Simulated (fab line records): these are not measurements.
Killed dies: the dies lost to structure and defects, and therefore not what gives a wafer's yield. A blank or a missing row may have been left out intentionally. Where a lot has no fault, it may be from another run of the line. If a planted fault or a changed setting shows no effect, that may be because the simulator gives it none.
Which tool did it? + flow n5Finfet + 30 wafers from 10 lots sampled at 6 of the route's 1938 steps

## WHAT THE GAUGES READ, wafer by wafer
N5_GATE_CUT_CD_MEAS_13: the cd target is 20 nm.
| lot  | measured     | on       | cdNm (nm)         |
|------|--------------|----------|-------------------|
| L446 | day 4 16:10  | cdSem-03 | 19.80 20.09 20.25 |
| L451 | day 5 16:58  | cdSem-03 | 19.30 20.12 20.16 |
| L452 | day 5 23:13  | cdSem-03 | 20.04 20.14 20.32 |
| L453 | day 6 05:04  | cdSem-03 | 20.38 19.75 19.69 |
| L455 | day 6 16:50  | cdSem-02 | 19.74 20.33 20.22 |
| L464 | day 9 01:37  | cdSem-03 | 19.52 20.52 20.00 |
| L465 | day 9 07:10  | cdSem-03 | 20.04 20.27 20.11 |
| L466 | day 9 12:35  | cdSem-03 | 20.04 20.28 20.27 |
| L468 | day 10 02:38 | cdSem-03 | 19.33 19.88 19.85 |
| L469 | day 10 09:16 | cdSem-01 | 20.40 20.06 20.39 |

N5_GATE_CUT_OVL_MEAS_14.
| lot  | measured     | on         | GATE_CUT_OVL (nm) |
|------|--------------|------------|-------------------|
| L446 | day 4 16:11  | overlay-01 | -0.2 -0.2 0.5     |
| L451 | day 5 17:00  | overlay-02 | 0.5 1.0 0.7       |
| L452 | day 5 23:14  | overlay-02 | 1.1 1.1 -0.7      |
| L453 | day 6 05:05  | overlay-02 | -0.5 -0.7 -1.0    |
| L455 | day 6 16:52  | overlay-02 | -0.3 -0.7 0.0     |
| L464 | day 9 01:40  | overlay-01 | -0.9 -0.2 -0.5    |
| L465 | day 9 07:11  | overlay-02 | -0.6 0.9 -0.3     |
| L466 | day 9 12:37  | overlay-01 | 0.5 -0.2 -0.1     |
| L468 | day 10 02:41 | overlay-02 | -0.2 1.1 1.7      |
| L469 | day 10 09:18 | overlay-01 | 1.1 1.1 1.6       |

N5_GATE_CUT_THK_MEAS_24.
| lot  | measured     | on           | GC_FILL_THK (nm)  |
|------|--------------|--------------|-------------------|
| L446 | day 4 19:21  | filmMetro-01 | 221.6 226.9 222.2 |
| L451 | day 5 19:43  | filmMetro-02 | 220.4 222.5 220.8 |
| L452 | day 6 01:58  | filmMetro-02 | 221.3 219.7 221.3 |
| L453 | day 6 07:48  | filmMetro-02 | 220.6 221.5 222.6 |
| L455 | day 6 19:53  | filmMetro-01 | 220.2 224.5 222.1 |
| L464 | day 9 04:24  | filmMetro-01 | 221.2 221.1 221.7 |
| L465 | day 9 09:55  | filmMetro-01 | 218.6 219.2 222.2 |
| L466 | day 9 15:30  | filmMetro-02 | 221.9 222.7 223.3 |
| L468 | day 10 05:23 | filmMetro-02 | 220.1 221.0 221.7 |
| L469 | day 10 12:08 | filmMetro-01 | 221.3 224.2 223.6 |

N5_MOL_CONTACT_COAG_THK_MEAS_29.
| lot  | measured     | on           | MD_CAP_THK (nm)   |
|------|--------------|--------------|-------------------|
| L446 | day 5 05:40  | filmMetro-02 | 17.95 18.10 17.94 |
| L451 | day 6 05:26  | filmMetro-01 | 17.90 17.79 17.69 |
| L452 | day 6 11:08  | filmMetro-01 | 17.87 18.03 18.00 |
| L453 | day 6 18:11  | filmMetro-01 | 17.82 17.83 17.74 |
| L455 | day 7 04:58  | filmMetro-02 | 18.09 17.71 17.82 |
| L464 | day 9 18:59  | filmMetro-02 | 18.35 18.29 18.38 |
| L465 | day 9 19:52  | filmMetro-02 | 18.34 18.29 18.30 |
| L466 | day 10 02:39 | filmMetro-02 | 18.12 18.29 18.32 |
| L468 | day 10 14:44 | filmMetro-02 | 17.87 17.66 17.91 |
| L469 | day 10 20:02 | filmMetro-02 | 18.05 17.97 17.93 |

N5_BEOL_M4_RC_MEAS_101.
| lot  | measured     | on        | DIBL_N (mV/V)  | DIBL_P (mV/V)  | IOFF_N (nA/um) | IOFF_P (nA/um) | ION_N (uA/um) | ION_P (uA/um) | SS_N (mV/dec)  | SS_P (mV/dec)  | VT_N (mV)   | VT_P (mV)      |
|------|--------------|-----------|----------------|----------------|----------------|----------------|---------------|---------------|----------------|----------------|-------------|----------------|
| L446 | day 8 00:26  | prober-02 | 35.2 37.8 35.8 | 33.4 36.8 34.4 | 0.12 0.17 0.14 | 0.18 0.23 0.19 | 658 676 672   | 453 464 459   | 71.4 71.9 71.5 | 72.0 73.4 72.6 | 252 248 252 | -254 -248 -250 |
| L451 | day 9 05:11  | prober-02 | 35.9 39.3 35.9 | 34.6 38.7 34.3 | 0.14 0.22 0.15 | 0.17 0.23 0.16 | 657 689 672   | 444 463 452   | 71.6 73.1 72.0 | 73.7 74.5 73.3 | 255 247 251 | -256 -251 -256 |
| L452 | day 9 08:29  | prober-01 | 34.8 36.4 36.4 | 35.7 37.8 36.9 | 0.14 0.16 0.17 | 0.19 0.22 0.21 | 674 675 680   | 460 467 458   | 71.6 71.6 70.6 | 72.7 73.9 73.1 | 251 249 247 | -250 -249 -251 |
| L453 | day 10 03:58 | prober-02 | 31.6 33.2 33.5 | 31.6 33.4 34.0 | 0.11 0.13 0.14 | 0.16 0.18 0.20 | 650 660 668   | 451 457 458   | 71.4 70.7 71.6 | 72.7 72.2 73.1 | 258 252 251 | -253 -251 -248 |
| L455 | day 11 02:29 | prober-02 | 36.2 40.1 39.7 | 34.9 40.8 37.9 | 0.14 0.23 0.20 | 0.16 0.26 0.21 | 668 681 677   | 452 462 453   | 71.8 72.4 73.6 | 73.0 73.9 73.3 | 253 245 252 | -257 -251 -252 |
| L464 | day 14 07:01 | prober-02 | 37.0 34.8 38.7 | 38.8 34.8 38.5 | 0.20 0.15 0.24 | 0.25 0.19 0.24 | 682 666 676   | 462 454 458   | 71.8 71.2 72.4 | 74.3 74.1 74.0 | 247 249 244 | -248 -252 -249 |
| L465 | day 13 20:22 | prober-02 | 36.9 34.1 39.1 | 37.5 33.3 39.4 | 0.17 0.12 0.21 | 0.21 0.14 0.23 | 678 659 682   | 459 448 458   | 71.0 70.7 72.3 | 73.6 72.5 73.4 | 248 255 246 | -251 -256 -251 |
| L466 | day 13 08:12 | prober-02 | 36.1 35.3 33.6 | 35.6 35.6 32.8 | 0.18 0.17 0.13 | 0.19 0.19 0.15 | 695 681 672   | 465 459 451   | 71.7 71.2 71.2 | 73.0 72.9 72.8 | 246 247 252 | -253 -252 -256 |
| L468 | day 14 01:46 | prober-02 | 36.8 33.8 34.3 | 36.2 32.4 33.0 | 0.16 0.12 0.13 | 0.20 0.15 0.16 | 676 666 672   | 458 460 459   | 71.6 70.9 70.7 | 74.0 72.0 72.4 | 251 255 253 | -249 -256 -252 |
| L469 | day 14 14:23 | prober-01 | 36.8 37.2 36.1 | 37.1 37.9 36.1 | 0.19 0.20 0.18 | 0.22 0.24 0.21 | 680 679 684   | 459 459 462   | 71.8 72.0 72.0 | 73.0 73.4 72.6 | 248 246 245 | -249 -248 -251 |

## TOOL THAT RAN EACH LOT (tool first, then ch and the chambers of the sampled wafers, then the start)
| lot  | N5_GATE_CUT_CMP_61            |
|------|-------------------------------|
| L446 | cmp-01 ch 1,2,3, day 4 19:55  |
| L451 | cmp-01 ch 0,1,2, day 5 20:13  |
| L452 | cmp-01 ch 0,1,3, day 6 02:28  |
| L453 | cmp-04 ch 0,2,3, day 6 08:20  |
| L455 | cmp-01 ch 1,2, day 6 20:26    |
| L464 | cmp-01 ch 0,1,2, day 9 04:58  |
| L465 | cmp-04 ch 1,2, day 9 10:25    |
| L466 | cmp-04 ch 0,1,2, day 9 16:04  |
| L468 | cmp-04 ch 0,1,2, day 10 05:56 |
| L469 | cmp-01 ch 2,3, day 10 12:48   |
- N5_GATE_CUT_CMP_61: polishes, stops on SiNx, t overpolish 3 s.

## WHAT THE TOOLS THEMSELVES READ (means of the sampled wafers that have a number; where no wafer has one, the mark that the record gives instead)
N5_GATE_CUT_CMP_61.
| lot  | tool   | edgeZonePressureFrac | headPressurePsi (psi) | motorCurrentA (A) | platenRpm (rpm) |
|------|--------|----------------------|-----------------------|-------------------|-----------------|
| L446 | cmp-01 | 1.002                | 3.991                 | 12.0              | 27.098          |
| L451 | cmp-01 | 1.003                | 4.004                 | 12.9              | 27.097          |
| L452 | cmp-01 | 1.001                | 3.999                 | 12.9              | 27.094          |
| L453 | cmp-04 | 1.005                | 4.003                 | 10.2              | 27.073          |
| L455 | cmp-01 | 1.000                | 4.006                 | 12.1              | 27.094          |
| L464 | cmp-01 | -                    | -                     | -                 | -               |
| L465 | cmp-04 | -                    | -                     | -                 | -               |
| L466 | cmp-04 | -                    | -                     | -                 | -               |
| L468 | cmp-04 | 1.000                | 4.009                 | 10.8              | 27.072          |
| L469 | cmp-01 | 1.001                | 4.002                 | 11.9              | 27.089          |

## THE ANSWER, worked out from the rows above alone
Rule: what is usual is taken from the lots themselves. The widest of any qualifying gaps counts: lots, ordered by their means at a reading, are off when they make up no more than a third of the lots, leave a main group of 4 or more, and stand apart from it by 3 or more times the standard deviation of that group's means. A main group is skipped when, at the precision printed for the reading in the tables above, its means are all equal. Also off: a lot with no number at a reading for which 4 or more lots have one. Any other lot the step has rows for is counted as sound. The gauges are gone through in route order, then the tools' own readings, and for those a lot's mean is taken as printed above. At the first step where some lot is off, the reading lying furthest off is the one used; lots without a number count as furthest.
Off at N5_GATE_CUT_CMP_61 (edgeZonePressureFrac): L464, L465, L466. Without a number there: L464, L465, L466. The main group has a mean of 1.002 with a standard deviation of 0.0017.
If a tool, at that step or one of the process steps before it, ran each lot that is off and ran no sound lot following the first of them, it fits. Not one of the candidates tried fits.

## WHAT THE SIMULATOR HAD INSERTED
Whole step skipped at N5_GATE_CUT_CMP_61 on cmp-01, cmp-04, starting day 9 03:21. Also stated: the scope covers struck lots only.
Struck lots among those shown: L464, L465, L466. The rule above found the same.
